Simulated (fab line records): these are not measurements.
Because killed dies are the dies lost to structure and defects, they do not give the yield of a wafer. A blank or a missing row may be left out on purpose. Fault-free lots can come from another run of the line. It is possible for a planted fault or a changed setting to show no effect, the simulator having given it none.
Which tool was responsible?    flow nand-harc    13 lots with 39 wafers sampled at 5 steps, on a route of 1302 steps

WHAT THE GAUGES SHOWED, per wafer
NHARC_THIN_TSV_THK_MEAS_02: measures by ir. Usual: thk-nm 2982 nm, standard deviation 230.
lot   measured      on             thk-nm (nm)     flag
L428  day 24 04:37  film-metro-02  2908 2980 3269  
L427  day 24 12:03  film-metro-01  3112 2879 2856  
L429  day 24 14:26  film-metro-02  2726 2954 3258  
L430  day 24 13:14  film-metro-02  2747 2678 2862  
L433  day 26 20:40  film-metro-01  2997 2941 2910  
L432  day 26 09:47  film-metro-01  2686 2704 2532  
L434  day 27 00:54  film-metro-02  3263 3129 3206  
L435  day 27 18:49  film-metro-01  2957 3394 3375  
L436  day 27 20:03  film-metro-02  3030 2948 2834  
L440  day 28 14:24  film-metro-01  2788 2969 3011  
L446  day 32 10:43  film-metro-02  3538 3510 3222  
L447  day 32 01:29  film-metro-01  3147 3164 3249  
L448  day 32 22:42  film-metro-01  2790 2663 2636  

NHARC_END_SORT_01. Usual: killed-at-array 46, standard deviation 16; killed-at-other 0.9, standard deviation 1.3; killed-at-periphery 4.1, standard deviation 3; killed-dies 51, standard deviation 17; killed-open 3.5, standard deviation 1.8; killed-short 2.5, standard deviation 1.8.
lot   measured      on         killed-at-array  killed-at-other  killed-at-periphery  killed-dies  killed-open  killed-short  flag
L446  day 33 02:43  prober-01  118 68 127       0 0 0            3 3 0                121 71 127   6 1 2        2 1 2         OFF
L447  day 32 18:41  prober-01  94 148 121       2 0 2            5 7 6                101 155 129  2 1 5        2 8 1         OFF

WHAT TOOL EACH LOT RAN ON (gives the tool, then ch and the chambers of the sampled wafers, and finally the start)
lot   NHARC_A_STAIRCASE_ALD_420         NHARC_THIN_TSV_ETCHBACK_48          NHARC_THIN_TSV_DESCUM_35
L428  ald-hk-01 ch 1,2,3, day 17 22:35  rie-diel-05 ch 1,3, day 24 07:58    rie-diel-05 ch 0,2, day 24 11:47
L427  ald-hk-04 ch 0,1,2, day 18 02:29  rie-diel-01 ch 0,1, day 24 15:15    rie-diel-04 ch 0,3, day 24 19:02
L429  ald-hk-01 ch 1,2,3, day 18 05:56  rie-diel-01 ch 0,1,2, day 24 17:42  rie-diel-05 ch 1,2,3, day 24 21:31
L430  ald-hk-01 ch 0,1,3, day 18 08:21  rie-diel-01 ch 2,3, day 24 16:24    rie-diel-01 ch 0,2, day 24 20:05
L433  ald-hk-01 ch 0,1,3, day 20 02:34  rie-diel-05 ch 0,1,3, day 26 23:51  rie-diel-01 ch 0,2,3, day 27 03:45
L432  ald-hk-04 ch 0,1,2, day 20 03:11  rie-diel-05 ch 0,2, day 26 13:01    rie-diel-01 ch 2,3, day 26 16:54
L434  ald-hk-04 ch 1,2, day 20 10:42    rie-diel-05 ch 1,3, day 27 04:26    rie-diel-05 ch 0,1, day 27 08:32
L435  ald-hk-01 ch 0,1,3, day 21 08:07  rie-diel-05 ch 0,1,2, day 27 21:59  rie-diel-01 ch 0,2,3, day 28 01:43
L436  ald-hk-04 ch 0,2,3, day 21 14:04  rie-diel-01 ch 1,2,3, day 27 23:13  rie-diel-04 ch 0,1,3, day 28 03:06
L440  ald-hk-04 ch 1,2, day 22 07:08    rie-diel-01 ch 0,1, day 28 17:57    rie-diel-01 ch 1,2,3, day 28 21:58
L446  ald-hk-04 ch 0,2, day 25 14:47    rie-diel-01 ch 0,2,3, day 32 14:05  rie-diel-01 ch 0,1,3, day 32 17:52
L447  ald-hk-04 ch 0,1,2, day 25 19:18  rie-diel-04 ch 0,1,3, day 32 04:41  rie-diel-05 ch 0,2,3, day 32 09:04
L448  ald-hk-03 ch 0,1,2, day 26 14:02  rie-diel-05 ch 0,1,2, day 33 02:01  rie-diel-01 ch 1,2,3, day 33 05:59
- NHARC_A_STAIRCASE_ALD_420: deposits SiO2, target thk 20 nm, pulse time 6 s, ald cycles 200.
- NHARC_THIN_TSV_ETCHBACK_48: etches the open film in C4F8/Ar, target depth 1028.5 nm, time 405.17 s.
- NHARC_THIN_TSV_DESCUM_35: chemistry O2, time 3 s.

WHAT THE TOOLS THEMSELVES READ (means of the sampled wafers that have a number; where no wafer has one, the mark that the record gives instead)
NHARC_A_STAIRCASE_ALD_420. Usual: heater-power-w 449 W, standard deviation 35; precursor-pulse-height-rel 0.999, standard deviation 0.02.
lot   tool       heater-power-w (W)  precursor-pulse-height-rel  flag
L428  ald-hk-01  438                 1.005                       
L427  ald-hk-04  456                 0.999                       
L429  ald-hk-01  435                 0.997                       
L430  ald-hk-01  423                 1.002                       
L433  ald-hk-01  425                 0.985                       
L432  ald-hk-04  449                 1.021                       
L434  ald-hk-04  465                 1.008                       
L435  ald-hk-01  419                 0.978                       
L436  ald-hk-04  478                 1.001                       
L440  ald-hk-04  431                 0.997                       
L446  ald-hk-04  487                 1.011                       
L447  ald-hk-04  454                 1.005                       
L448  ald-hk-03  506                 0.974                       

NHARC_THIN_TSV_ETCHBACK_48. Usual: oes-product-au 0.95 a.u., standard deviation 0.034; rf-vpp-V 546 V, standard deviation 3.5.
lot   tool         oes-product-au (a.u.)  rf-vpp-V (V)  flag
L428  rie-diel-05  0.93                   544           
L427  rie-diel-01  1.00                   547           
L429  rie-diel-01  0.97                   548           
L430  rie-diel-01  0.99                   544           
L433  rie-diel-05  0.91                   546           
L432  rie-diel-05  0.98                   545           
L434  rie-diel-05  0.92                   548           
L435  rie-diel-05  0.93                   545           
L436  rie-diel-01  0.94                   545           
L440  rie-diel-01  0.97                   548           
L446  rie-diel-01  1.00                   546           
L447  rie-diel-04  0.96                   548           
L448  rie-diel-05  0.99                   544           

NHARC_THIN_TSV_DESCUM_35. Usual: drypump-motor-current-A 5.5 A, standard deviation 0.37; mfc-ar-sccm 0.009 sccm, standard deviation 0.013; oes-product-au 0.997 a.u., standard deviation 0.01; rf-vpp-V 57.7 V, standard deviation 0.85; showerhead-plenum-p-Torr 1.90 Torr, standard deviation 0.081; throttle-valve-pct 11.311 %, standard deviation 0.01.
lot   tool         drypump-motor-current-A (A)  mfc-ar-sccm (sccm)  oes-product-au (a.u.)  rf-vpp-V (V)  showerhead-plenum-p-Torr (Torr)  throttle-valve-pct (%)  flag
L428  rie-diel-05  5.6                          0.017               1.006                  58.7          1.89                             11.312                  
L427  rie-diel-04  5.2                          0.000               0.999                  58.9          2.02                             11.320                  
L429  rie-diel-05  5.2                          0.014               1.003                  58.1          1.89                             11.322                  
L430  rie-diel-01  5.4                          0.004               0.994                  57.8          1.97                             11.319                  
L433  rie-diel-01  5.5                          0.011               0.998                  57.5          1.90                             11.311                  
L432  rie-diel-01  5.8                          0.015               1.002                  57.7          1.90                             11.308                  
L434  rie-diel-05  5.5                          0.002               0.992                  57.3          1.82                             11.311                  
L435  rie-diel-01  5.5                          0.011               0.994                  57.4          1.90                             11.312                  
L436  rie-diel-04  5.3                          0.000               0.999                  58.0          1.93                             11.315                  
L440  rie-diel-01  5.7                          0.013               0.992                  57.5          1.88                             11.316                  
L446  rie-diel-01  5.3                          0.010               1.001                  58.1          1.88                             11.302                  
L447  rie-diel-05  5.4                          0.016               0.997                  58.2          1.92                             11.315                  
L448  rie-diel-01  5.7                          0.013               0.992                  57.3          1.88                             11.304                  

THE ANSWER, worked out from the rows above alone
Rule: a lot is off if the mean of its wafers that have a number lies more than 3 standard deviations from the usual mean. A lot without any number at a reading at which 4 lots or more have one is off too. Any other lot the step has rows for is counted as sound. The gauges are gone through in route order, then the tools' own readings, and for those a lot's mean is taken as printed above. The first step at which some lot is off is used, and at that step the reading that is off furthest; a lot without a number counts as furthest.
Off at NHARC_END_SORT_01 (killed-at-array): L446, L447. Neither off nor sound, because the step has no rows for them: L428, L427, L429, L430, L433, L432, L434, L435, L436, L440, L448.
If a tool, at a process step before that reading, ran all the lots that are off and no sound lot after the first of them, it fits. The gauges at NHARC_END_SORT_01 are tried like those tools. Can't be told from this: 2 tools fit, ald-hk-04 at NHARC_A_STAIRCASE_ALD_420, prober-01 at NHARC_END_SORT_01.

WHAT THE SIMULATOR PUT IN
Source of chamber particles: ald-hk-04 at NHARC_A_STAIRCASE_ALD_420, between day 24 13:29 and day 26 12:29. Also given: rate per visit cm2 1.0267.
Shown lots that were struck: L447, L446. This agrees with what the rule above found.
